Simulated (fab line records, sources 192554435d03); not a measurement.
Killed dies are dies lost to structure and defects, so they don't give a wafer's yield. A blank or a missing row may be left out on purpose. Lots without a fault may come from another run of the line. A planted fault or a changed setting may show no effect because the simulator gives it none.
Split-lot experiment | flow n5_finfet | 7 lots, 39 wafers read, on a route of 1938 steps

THE SPLIT
At N5_BEOL_M3_TRENCH_ETCH_37 (etches SiOC in C4F6/O2, target depth 55.555 nm, time 29.2 s), the setting target_depth_a was moved away from the recipe's 555.55 angstrom on 15 of the 39 wafers read, by -43.6% to +51.3%. The other wafers ran this setting at the recipe's value.

FROM THE SPLIT TO THE READING: what the file shows between them, 2 steps
- N5_BEOL_M3_ETCH_41: etches SiCN in CH3F/O2, target depth 29.9 nm, time 52.5 s
- N5_BEOL_M3_STRIP_97: strips in N2/H2, time 10 s

THE READING
trench_depth_nm, in nm, at N5_BEOL_M3_OCD_MEAS_38. Fault-free wafers of this fab line usually give 55.7 nm, standard deviation 0.91 nm.

wafer  | tool, chamber at the split | target_depth_a as run, angstrom | against the recipe | trench_depth_nm, nm | against lot-mates on the recipe
L074.1 | rie_diel-03, 0             | 818.5                           | +47.3%             | 81.1                | +26.0
L074.2 | rie_diel-03, 2             | 555.55                          | recipe             | 55.2                | -
L074.3 | rie_diel-03, 1             | 818.5                           | +47.3%             | 82.2                | +27.1
L074.4 | rie_diel-03, 3             | 555.55                          | recipe             | 55.6                | -
L074.5 | rie_diel-03, 3             | 818.5                           | +47.3%             | 81.0                | +25.9
L074.6 | rie_diel-03, 0             | 555.55                          | recipe             | 54.5                | -
L080.1 | rie_diel-03, 2             | 555.55                          | recipe             | 54.9                | -
L080.4 | rie_diel-03, 0             | 555.55                          | recipe             | 55.4                | -
L080.6 | rie_diel-03, 3             | 555.55                          | recipe             | 55.0                | -
L087.1 | rie_diel-03, 1             | 840.7                           | +51.3%             | 85.4                | +30.2
L087.2 | rie_diel-03, 0             | 555.55                          | recipe             | 55.1                | -
L087.3 | rie_diel-03, 3             | 555.55                          | recipe             | 55.2                | -
L087.4 | rie_diel-03, 2             | 840.7                           | +51.3%             | 83.6                | +28.4
L087.5 | rie_diel-03, 2             | 840.7                           | +51.3%             | 84.0                | +28.8
L087.6 | rie_diel-03, 3             | 555.55                          | recipe             | 55.3                | -
L088.1 | rie_diel-05, 1             | 790.4                           | +42.3%             | 81.2                | +25.9
L088.2 | rie_diel-05, 2             | 555.55                          | recipe             | 55.2                | -
L088.3 | rie_diel-05, 0             | 790.4                           | +42.3%             | 80.6                | +25.3
L088.4 | rie_diel-05, 3             | 555.55                          | recipe             | 55.6                | -
L088.5 | rie_diel-05, 2             | 555.55                          | recipe             | 55.2                | -
L088.6 | rie_diel-05, 1             | 790.4                           | +42.3%             | 79.6                | +24.3
L090.1 | rie_diel-05, 2             | 555.55                          | recipe             | 54.6                | -
L090.2 | rie_diel-05, 0             | 313.1                           | -43.6%             | 31.5                | -23.8
L090.3 | rie_diel-05, 1             | 555.55                          | recipe             | 56.2                | -
L090.4 | rie_diel-05, 3             | 313.1                           | -43.6%             | 31.9                | -23.4
L090.5 | rie_diel-05, 2             | 555.55                          | recipe             | 55.2                | -
L090.6 | rie_diel-05, 1             | 313.1                           | -43.6%             | 31.8                | -23.5
L095.1 | rie_diel-01, 0             | 672.1                           | +21.0%             | 68.6                | +11.1
L095.2 | rie_diel-01, 3             | 672.1                           | +21.0%             | 70.2                | +12.7
L095.3 | rie_diel-01, 1             | 555.55                          | recipe             | 57.3                | -
L095.4 | rie_diel-01, 1             | 672.1                           | +21.0%             | 69.2                | +11.7
L095.5 | rie_diel-01, 0             | 555.55                          | recipe             | 57.9                | -
L095.6 | rie_diel-01, 3             | 555.55                          | recipe             | 57.3                | -
L096.1 | rie_diel-05, 1             | 555.55                          | recipe             | 57.0                | -
L096.2 | rie_diel-05, 0             | 555.55                          | recipe             | 55.6                | -
L096.3 | rie_diel-05, 2             | 555.55                          | recipe             | 55.4                | -
L096.4 | rie_diel-05, 3             | 555.55                          | recipe             | 54.7                | -
L096.5 | rie_diel-05, 2             | 555.55                          | recipe             | 54.0                | -
L096.6 | rie_diel-05, 3             | 555.55                          | recipe             | 55.5                | -

THE FIT
A straight line over all 39 wafers: trench_depth_nm changes by +0.561 nm for each +1% of target_depth_a; r = +1.00; the points scatter about the line by 1.1 nm.
The same after taking each lot's own level away (the mean of its wafers on the recipe; 39 wafers): +0.562 nm for each +1%; r = +1.00; scatter 0.74 nm.
On that fit, the largest move of target_depth_a shifts the reading by 29 nm.
The lots' own levels span 55.10 to 57.50 nm, that is 2.6 times the standard deviation above.
So the lot-to-lot level changes the slope little: the two slopes agree.
Check: with one of the wafers moved furthest among these (+51.3%) left out of the fit, the line predicts +28.9 nm for it against its lot-mates. It came out at +30.2 nm against them.

OTHER SPLITS ON THESE WAFERS
These wafers also went through other splits before the reading. Each is held against what the fit with the lots' levels taken away leaves over:
other split on the same wafers  | wafers away from the commonest value | r with trench_depth_nm (lot level and that fit taken away)
N5_BEOL_M0_SAQP_PECVD_96 time_s | 15                                   | -0.01

THE WHOLE CHAIN: every reading that the file lists as answering this split, in the file's order
step                      | what it does                                                | reading                                                                          | change (the file's fit)               | r (the file's)
N5_BEOL_M3_TRENCH_ETCH_37 | etches SiOC in C4F6/O2, target depth 55.555 nm, time 29.2 s | etch.depth_nm (the simulator's own value, which no gauge read)                   | +0.569 nm for each +1% of the setting | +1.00
N5_BEOL_M3_TRENCH_ETCH_37 | etches SiOC in C4F6/O2, target depth 55.555 nm, time 29.2 s | BEOL_M3.feature_depth_nm (the simulator's own value, which no gauge read)        | +0.567 nm for each +1% of the setting | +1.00
N5_BEOL_M3_TRENCH_ETCH_37 | etches SiOC in C4F6/O2, target depth 55.555 nm, time 29.2 s | TiN_of_BEOL_M3_HM_DEP_02.thk_nm (the simulator's own value, which no gauge read) | -0.025 nm for each +1% of the setting | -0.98
N5_BEOL_M3_OCD_MEAS_38    |                                                             | trench_depth_nm                                                                  | +0.564 nm for each +1% of the setting | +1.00

THE FILE'S OWN FIT
trench_depth_nm changes by +0.564 nm for each +1% of target_depth_a, r = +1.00.
